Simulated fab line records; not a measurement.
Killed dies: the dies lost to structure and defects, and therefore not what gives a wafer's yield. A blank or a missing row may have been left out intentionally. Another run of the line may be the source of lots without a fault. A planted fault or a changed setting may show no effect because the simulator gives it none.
Matching of chambers ; flow n5 finfet ; 4 sister chambers for N5_BEOL_M5_VIA_ETCH_34 on rie diel-04
The step etches SiCOH lowk in C4F6/O2, target depth 88.3 nm, time 39.2 s. 4 wafers are shown with their chamber, then 12 later ones without.

## WAFERS PAIRED WITH THEIR CHAMBERS
wafer;chamber;showerhead plenum p Torr (Torr)
L086.4;1;2.94
L090.1;0;2.71
L090.5;2;2.83
L090.6;3;2.95

## WAFERS WHOSE CHAMBER IS MISSING
wafer;showerhead plenum p Torr (Torr)
L091.1;2.95
L091.3;2.83
L091.6;2.83
L093.3;2.83
L093.5;2.70
L093.6;2.93
L096.4;2.93
L096.5;2.83
L096.6;2.95
L097.1;2.94
L097.2;2.93
L097.6;2.82

## WHICH CHAMBER EACH WENT THROUGH
wafer;from the rows above;in truth
L091.1;can't be placed: 3 or 1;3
L091.3;2;2
L091.6;2;2
L093.3;2;2
L093.5;0;0
L093.6;can't be placed: 1 or 3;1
L096.4;can't be placed: 1 or 3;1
L096.5;2;2
L096.6;can't be placed: 3 or 1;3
L097.1;can't be placed: 1 or 3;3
L097.2;can't be placed: 1 or 3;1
L097.6;2;2
Correct placement for 6 of the 12. From these rows, 6 cannot be placed; in 6 the true chamber is one of the candidates. 0 placed wrongly.
How it was worked out, from the rows above alone: a wafer's distance from a chamber is the root of the sum, over the readings, of the square of ((its reading less the chamber's mean) divided by the reading's scatter). If the next closest chamber is less than 2 further off than the closest, the wafer can't be placed; otherwise it belongs to the closest. Each chamber's mean is taken over the wafers shown for it. The scatter (one wafer shown for each chamber): square how far every hidden wafer sits from the nearest shown wafer, average those squares and take the square root.
